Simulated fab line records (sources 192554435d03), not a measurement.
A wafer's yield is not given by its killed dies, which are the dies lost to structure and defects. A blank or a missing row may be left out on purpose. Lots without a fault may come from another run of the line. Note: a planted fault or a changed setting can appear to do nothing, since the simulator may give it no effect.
Which tool is to blame? + flow n5Finfet + 11 lots, 32 wafers sampled, at 5 steps of a route of 1938

== WHAT THE GAUGES SHOWED, per wafer ==
The record lacks any reading of a measuring or inspecting step that a usual standard deviation could be used to judge.

== WHAT TOOL EACH LOT RAN ON (gives the tool, then ch and the chambers of the sampled wafers, and finally the start) ==
| lot  | N5_HKMG_FIN_STRIP_88                | N5_PASSIVATION_ETCH_15                       | N5_PASSIVATION_STRIP_34           | N5_PASSIVATION_PECVD_35         | N5_PASSIVATION_PROBE_49 |
|------|-------------------------------------|----------------------------------------------|-----------------------------------|---------------------------------|-------------------------|
| L729 | plasmaAsher-01 ch 0,1, day 4 03:17  | rieDiel-06 ch 2,3, day 12 09:25 or earlier   | rieDiel-01 ch 0,3, day 12 09:25   | pecvd-04 ch 0,2, day 12 10:02   | prober-02, day 12 13:49 |
| L730 | plasmaAsher-01 ch 0,1, day 4 12:48  | rieDiel-06 ch 0,1,3, day 13 09:22 or earlier | rieDiel-02 ch 0,1, day 13 09:22   | pecvd-04 ch 0,1,2, day 13 10:01 | -                       |
| L731 | plasmaAsher-01 ch 0,1, day 4 20:02  | rieDiel-04 ch 1,2, day 13 02:26 or earlier   | rieDiel-02 ch 0,1, day 13 02:26   | pecvd-04 ch 0,1,2, day 13 03:03 | prober-01, day 13 06:44 |
| L732 | plasmaAsher-02 ch 0,1, day 4 22:16  | rieDiel-04 ch 0,2,3, day 13 18:10 or earlier | rieDiel-01 ch 0,1,3, day 13 18:10 | pecvd-02 ch 0,2, day 13 18:49   | -                       |
| L739 | plasmaAsher-02 ch 0,1, day 7 00:14  | rieDiel-06 ch 0,2,3, day 15 03:03 or earlier | rieDiel-02 ch 2,3, day 15 03:03   | pecvd-02 ch 0,2, day 15 03:41   | prober-01, day 15 07:37 |
| L740 | plasmaAsher-02 ch 0,1, day 7 02:21  | rieDiel-03 ch 0,1,3, day 15 07:42 or earlier | rieDiel-01 ch 1,2,3, day 15 07:42 | pecvd-03 ch 0,1,2, day 15 08:19 | -                       |
| L741 | plasmaAsher-02 ch 0,1, day 7 08:13  | rieDiel-04 ch 0,2, day 15 21:54 or earlier   | rieDiel-02 ch 2,3, day 15 21:54   | pecvd-02 ch 1,2, day 15 22:31   | prober-01, day 16 02:16 |
| L742 | plasmaAsher-02 ch 0,1, day 7 13:29  | rieDiel-03 ch 0,1, day 15 11:36 or earlier   | rieDiel-02 ch 1,3, day 15 11:36   | pecvd-03 ch 0,2, day 15 12:13   | prober-01, day 15 15:47 |
| L743 | plasmaAsher-02 ch 0,1, day 7 21:53  | rieDiel-04 ch 1,2,3, day 16 12:52 or earlier | rieDiel-02 ch 1,2,3, day 16 12:52 | pecvd-02 ch 1,2, day 16 13:28   | prober-01, day 16 17:56 |
| L746 | plasmaAsher-02 ch 0,1, day 8 11:05  | rieDiel-04 ch 0,1,3, day 17 20:56 or earlier | rieDiel-01 ch 1,2,3, day 17 20:56 | pecvd-04 ch 1,2, day 17 21:32   | prober-01, day 18 01:16 |
| L752 | plasmaAsher-02 ch 0,1, day 10 03:45 | rieDiel-04 ch 0,2, day 18 10:19 or earlier   | rieDiel-01 ch 1,3, day 18 10:19   | pecvd-04 ch 2, day 18 10:56     | -                       |
- N5_HKMG_FIN_STRIP_88: strips in N2/H2, time 360 s.
- N5_PASSIVATION_ETCH_15: etches SiCN in CF4/N2, target depth 75 nm, time 81.2 s.
- N5_PASSIVATION_STRIP_34: strips in O2.
- N5_PASSIVATION_PECVD_35: deposits SiNx from SiH4/NH3/N2, target thk 700 nm, time 151.3 s.
- N5_PASSIVATION_PROBE_49

== AS READ BY THE TOOLS THEMSELVES (means over the sampled wafers that have a number; for cases with no such wafer, the mark the record gives instead) ==
N5_HKMG_FIN_STRIP_88. Usual: drypumpMotorCurrentA 6.26 A, standard deviation 0.27; heaterPowerW 436 W, standard deviation 27.
| lot  | tool           | drypumpMotorCurrentA (A) | heaterPowerW (W) | flag |
|------|----------------|--------------------------|------------------|------|
| L729 | plasmaAsher-01 | 6.51                     | 427              |      |
| L730 | plasmaAsher-01 | 6.50                     | 425              |      |
| L731 | plasmaAsher-01 | 6.50                     | 429              |      |
| L732 | plasmaAsher-02 | 5.95                     | 425              |      |
| L739 | plasmaAsher-02 | 5.96                     | 429              |      |
| L740 | plasmaAsher-02 | 5.96                     | 430              |      |
| L741 | plasmaAsher-02 | 5.96                     | 434              |      |
| L742 | plasmaAsher-02 | 5.99                     | 452              |      |
| L743 | plasmaAsher-02 | 5.94                     | 428              |      |
| L746 | plasmaAsher-02 | 5.99                     | 450              |      |
| L752 | plasmaAsher-02 | 5.95                     | 444              |      |

N5_PASSIVATION_ETCH_15. Usual: drypumpMotorCurrentA 5.6 A, standard deviation 0.43; oesProductAu 0.79 a.u., standard deviation 0.094; rfVppV 382.2 V, standard deviation 1.9; showerheadPlenumPTorr 2.21 Torr, standard deviation 0.071; throttleValvePct 15.53 %, standard deviation 0.18.
| lot  | tool       | drypumpMotorCurrentA (A) | oesProductAu (a.u.) | rfVppV (V) | showerheadPlenumPTorr (Torr) | throttleValvePct (%) | flag |
|------|------------|--------------------------|---------------------|------------|------------------------------|----------------------|------|
| L729 | rieDiel-06 | 6.1                      | 0.77                | 382.4      | 2.21                         | 15.46                |      |
| L730 | rieDiel-06 | 5.7                      | 0.76                | 381.4      | 2.18                         | 15.48                |      |
| L731 | rieDiel-04 | 5.4                      | 0.79                | 382.2      | 2.23                         | 15.49                |      |
| L732 | rieDiel-04 | 5.6                      | 0.81                | 382.8      | 2.22                         | 15.54                |      |
| L739 | rieDiel-06 | 5.8                      | 0.82                | 381.1      | 2.17                         | 15.34                |      |
| L740 | rieDiel-03 | 5.6                      | 0.77                | 382.7      | 2.25                         | 15.64                |      |
| L741 | rieDiel-04 | 5.8                      | 0.77                | 382.7      | 2.23                         | 15.73                |      |
| L742 | rieDiel-03 | 5.3                      | 0.76                | 384.3      | 2.28                         | 15.59                |      |
| L743 | rieDiel-04 | 5.4                      | 0.90                | 382.2      | 2.21                         | 15.34                |      |
| L746 | rieDiel-04 | 5.4                      | 0.90                | 380.7      | 2.15                         | 15.30                |      |
| L752 | rieDiel-04 | 5.8                      | 0.92                | 383.6      | 2.25                         | 15.46                |      |

N5_PASSIVATION_STRIP_34. Usual: drypumpMotorCurrentA 5.8 A, standard deviation 0.39; oesProductAu 0.80 a.u., standard deviation 0.093; rfVppV 3.7 V, standard deviation 1.5; showerheadPlenumPTorr 2.09 Torr, standard deviation 0.073; throttleValvePct 16.74 %, standard deviation 0.24.
| lot  | tool       | drypumpMotorCurrentA (A) | oesProductAu (a.u.) | rfVppV (V) | showerheadPlenumPTorr (Torr) | throttleValvePct (%) | flag |
|------|------------|--------------------------|---------------------|------------|------------------------------|----------------------|------|
| L729 | rieDiel-01 | 5.9                      | 0.79                | 3.1        | 2.13                         | 16.75                |      |
| L730 | rieDiel-02 | 5.5                      | 0.71                | 2.5        | 2.04                         | 16.97                |      |
| L731 | rieDiel-02 | 5.7                      | 0.71                | 4.5        | 2.02                         | 16.86                |      |
| L732 | rieDiel-01 | 6.2                      | 0.82                | 3.2        | 2.15                         | 16.64                |      |
| L739 | rieDiel-02 | 5.8                      | 0.78                | 2.6        | 2.08                         | 16.83                |      |
| L740 | rieDiel-01 | 6.0                      | 0.74                | 3.8        | 2.13                         | 16.81                |      |
| L741 | rieDiel-02 | 5.8                      | 0.81                | 5.0        | 2.07                         | 16.81                |      |
| L742 | rieDiel-02 | 5.9                      | 0.74                | 5.8        | 2.00                         | 16.77                |      |
| L743 | rieDiel-02 | 5.8                      | 0.75                | 3.3        | 2.04                         | 16.81                |      |
| L746 | rieDiel-01 | 6.0                      | 0.89                | 2.7        | 2.12                         | 16.50                |      |
| L752 | rieDiel-01 | 6.2                      | 0.86                | 4.2        | 2.09                         | 16.34                |      |

N5_PASSIVATION_PECVD_35. Usual: heaterPowerOuterW 155 W, standard deviation 57; heaterPowerW 357 W, standard deviation 110; showerheadPlenumPTorr 8.67 Torr, standard deviation 0.08; throttleValvePct 29.0 %, standard deviation 2.4.
| lot  | tool     | heaterPowerOuterW (W) | heaterPowerW (W) | showerheadPlenumPTorr (Torr) | throttleValvePct (%) | flag |
|------|----------|-----------------------|------------------|------------------------------|----------------------|------|
| L729 | pecvd-04 | 172                   | 395              | 8.61                         | 28.9                 |      |
| L730 | pecvd-04 | 176                   | 376              | 8.62                         | 28.9                 |      |
| L731 | pecvd-04 | 155                   | 354              | 8.62                         | 28.8                 |      |
| L732 | pecvd-02 | 125                   | 297              | 8.77                         | 27.1                 |      |
| L739 | pecvd-02 | 114                   | 283              | 8.77                         | 27.3                 |      |
| L740 | pecvd-03 | 165                   | 368              | 8.60                         | 30.8                 |      |
| L741 | pecvd-02 | 159                   | 396              | 8.71                         | 28.1                 |      |
| L742 | pecvd-03 | 184                   | 393              | 8.63                         | 32.8                 |      |
| L743 | pecvd-02 | 215                   | 483              | 8.73                         | 27.9                 |      |
| L746 | pecvd-04 | 168                   | 346              | 8.64                         | 29.2                 |      |
| L752 | pecvd-04 | 184                   | 482              | 8.54                         | 28.8                 |      |

N5_PASSIVATION_PROBE_49. Usual: defectLimitedYield 91.7 %, standard deviation 1.4; killed_at_M0_to_M3 31, standard deviation 11; killed_at_M4_up 13, standard deviation 4.6; killedAtContacts 13, standard deviation 6.7; killedAtFrontEnd 39, standard deviation 9.6; killedAtOther 3.5, standard deviation 2.8; killedDies 98, standard deviation 16; killedOnRim 13, standard deviation 4.2; killedOpen 64, standard deviation 11; killedShort 33, standard deviation 8.5; sort_bin_5_function 4.9 %, standard deviation 0.96; sort_bin_6_memory 3.1 %, standard deviation 0.59; sort_bin_8_speed 0.2 %, standard deviation 1.3; sortNPass 1080, standard deviation 23.
| lot  | tool      | defectLimitedYield (%) | killed_at_M0_to_M3 | killed_at_M4_up | killedAtContacts | killedAtFrontEnd | killedAtOther | killedDies | killedOnRim | killedOpen | killedShort | sort_bin_5_function (%) | sort_bin_6_memory (%) | sort_bin_8_speed (%) | sortNPass | flag |
|------|-----------|------------------------|--------------------|-----------------|------------------|------------------|---------------|------------|-------------|------------|-------------|-------------------------|-----------------------|----------------------|-----------|------|
| L729 | prober-02 | 91.2                   | 42                 | 12              | 16               | 33               | 1.7           | 104        | 18          | 72         | 30          | 5.2                     | 3.3                   | 0.0                  | 1076      |      |
| L731 | prober-01 | 87.3                   | 17                 | 14              | 15               | 102              | 2.0           | 150        | 26          | 48         | 27          | 7.8                     | 3.2                   | 0.0                  | 1030      | OFF  |
| L739 | prober-01 | 91.6                   | 47                 | 10              | 5                | 35               | 2.7           | 100        | 12          | 63         | 37          | 5.0                     | 3.1                   | 0.0                  | 1080      |      |
| L741 | prober-01 | 92.5                   | 25                 | 20              | 17               | 26               | 1.0           | 89         | 12          | 58         | 30          | 4.8                     | 2.4                   | 0.0                  | 1091      |      |
| L742 | prober-01 | 91.6                   | 34                 | 12              | 10               | 38               | 4.3           | 99         | 12          | 62         | 35          | 4.6                     | 3.5                   | 0.0                  | 1081      |      |
| L743 | prober-01 | 91.9                   | 32                 | 14              | 20               | 28               | 1.7           | 96         | 13          | 61         | 34          | 4.5                     | 3.3                   | 0.0                  | 1084      |      |
| L746 | prober-01 | 90.3                   | 42                 | 12              | 13               | 45               | 3.7           | 115        | 16          | 73         | 41          | 5.3                     | 4.2                   | 0.0                  | 1065      |      |

== THE ANSWER, worked out from the rows above alone ==
Rule: a lot counts as off when the mean over its wafers that have a number is more than 3 standard deviations away from the usual mean. Also off: a lot with no number at a reading for which 4 or more lots have one. The other lots that the step has rows for count as sound. Order of review: gauges by route order, followed by the tools' own readings, for which a lot's mean as printed above is used. The first step at which some lot is off is used, and at that step the reading that is off furthest; a lot without a number counts as furthest.
Off: L731 (N5_PASSIVATION_PROBE_49, killedAtFrontEnd). Neither off nor sound, because the step has no rows for them: L730, L732, L740, L752.
A tool fits if, at that step or a process step before it, it ran every lot that is off, and no sound lot after the first of them. Because N5_PASSIVATION_ETCH_15 lacks a start for some lots, the hours and order of its lots are taken from N5_PASSIVATION_STRIP_34. One fits: plasmaAsher-01 at N5_HKMG_FIN_STRIP_88. Its last sound lot is L729 (day 4 03:17), its first lot that is off L731 (day 4 20:02): a fault that began between those two fits.

== WHAT HAD BEEN PUT IN BY THE SIMULATOR ==
Chamber particle source: plasmaAsher-01, from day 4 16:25 on, at N5_HKMG_FIN_STRIP_88. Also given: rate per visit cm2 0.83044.
Shown lots that were struck: L731. The rule above reached the same finding.
